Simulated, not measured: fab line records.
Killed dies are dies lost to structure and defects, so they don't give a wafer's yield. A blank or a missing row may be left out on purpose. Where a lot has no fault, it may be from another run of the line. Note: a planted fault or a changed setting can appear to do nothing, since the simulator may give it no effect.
Comparing a struck lot with a sound one + flow nandHarc + 16 steps out of a route of 1302
Sound: the wafers L818.1, L818.3, L818.6. Struck: wafer L820.6. (L820.2, L820.5 of the same lot were not struck and are left out.) The cause comes at the end.
Each step with rows lists, per side, the tool, then ch with its chambers, then its first start. Under that, the readings that differ: sound wafers + struck wafers + difference of the means + sigmas: that difference in standard deviations of wafers without a fault.
alike: same words and numbers on both sides, and readings whose means sit less than 2 such deviations apart. not compared: any withheld reading, any reading some wafer has no value for, any bound like >300 that may hide the same value, and any number with overlapping values for which the record gives no deviation.
Wherever a step has rows on one side only, a row that says differs or no value, or a row with sigmas, the two part there. When numbers do not overlap yet have no deviation, they are printed without sigmas and do not part them. A reading that every wafer of one side lacks parts them only if that side has two wafers or more.

NHARC_A_ONON_D2_THK_MEAS_11: measures by ellipsometry.
  sound on filmMetro-01 at day 15 21:20; struck on filmMetro-01 at day 16 03:35
  alike: thkNm
then, 1 step without rows for these wafers: NHARC_A_ONON_D2_DEP_12 (target thk 1000 nm).
NHARC_A_ONON_D2_THK_MEAS_14: measures by ellipsometry.
  sound on filmMetro-02 at day 15 21:54; struck on filmMetro-01 at day 16 04:09
  alike: thkNm
then, 2 steps without rows for these wafers: NHARC_A_ONON_D2_ANNEAL_15 (time 3600 s); NHARC_A_ONON_D2_DEP_16 (target thk 1000 nm).
NHARC_A_ONON_D2_THK_MEAS_18: measures by ellipsometry.
  sound on filmMetro-02 at day 16 05:17; struck on filmMetro-01 at day 16 11:31
  alike: thkNm
then, 1 step without rows for these wafers: NHARC_A_ONON_D2_DEP_19 (target thk 1000 nm).
NHARC_A_ONON_D2_THK_MEAS_21: measures by ellipsometry.
  sound on filmMetro-02 at day 16 05:52; struck on filmMetro-01 at day 16 12:05
  alike: thkNm
then, 1 step without rows for these wafers: NHARC_A_ONON_D2_DEP_22 (target thk 1000 nm).
NHARC_A_ONON_D2_THK_MEAS_24: measures by ellipsometry.
  sound on filmMetro-01 at day 16 06:26; struck on filmMetro-01 at day 16 12:47
  alike: thkNm
then, 1 step without rows for these wafers: NHARC_A_ONON_D2_DEP_25 (target thk 1000 nm).
NHARC_A_ONON_D2_THK_MEAS_27: measures by ellipsometry.
  sound on filmMetro-01 at day 16 06:59; struck on filmMetro-01 at day 16 13:21
  alike: thkNm
NHARC_A_ONON_D2_DEP_28: target thk 1000 nm.
  sound on pecvdOnon-03 ch 0, day 16 07:03; struck on pecvdOnon-04 ch 0, day 16 13:36
NHARC_A_ONON_D2_THK_MEAS_30: measures by ellipsometry.
  sound on filmMetro-02 at day 16 07:34; struck on filmMetro-01 at day 16 14:04
| reading    | sound          | struck | difference | sigmas |
|------------|----------------|--------|------------|--------|
| thkNm (nm) | 1007 1009 1008 | 1062   | +54        | +7     |
NHARC_A_ONON_D2_DEP_33: deposits SiO2, target thk 200 nm.
  sound on pecvd-01 ch 0,1,2, day 16 07:40; struck on pecvd-04 ch 0, day 16 14:13
| reading              | sound          | struck | difference | sigmas |
|----------------------|----------------|--------|------------|--------|
| throttleValvePct (%) | 15.5 15.1 15.7 | 16.9   | +1.5       | +2     |
  alike: heaterPowerW
  not compared: sinceWetCleanH
-- jump in the record: it breaks off in module A_ONON_D2 and resumes in module END (first step shown: number 1302 of the route), and 12 days separate the struck wafers' starts before and after --
NHARC_END_SORT_01:
  sound on prober-02 ch 0, day 27 14:43; struck on prober-02 ch 0, day 28 07:50
| reading       | sound    | struck | difference | sigmas |
|---------------|----------|--------|------------|--------|
| killedAtArray | 58 61 55 | 677    | +619       | +52    |
| killedDies    | 60 64 59 | 677    | +616       | +47    |
  alike: killedAtOther, killedAtPeriphery, killedOpen, killedShort

== WHERE THEY PART ==
Last at NHARC_END_SORT_01 as far as this record goes, first at NHARC_A_ONON_D2_THK_MEAS_30.

WHY: whatever the simulator had introduced
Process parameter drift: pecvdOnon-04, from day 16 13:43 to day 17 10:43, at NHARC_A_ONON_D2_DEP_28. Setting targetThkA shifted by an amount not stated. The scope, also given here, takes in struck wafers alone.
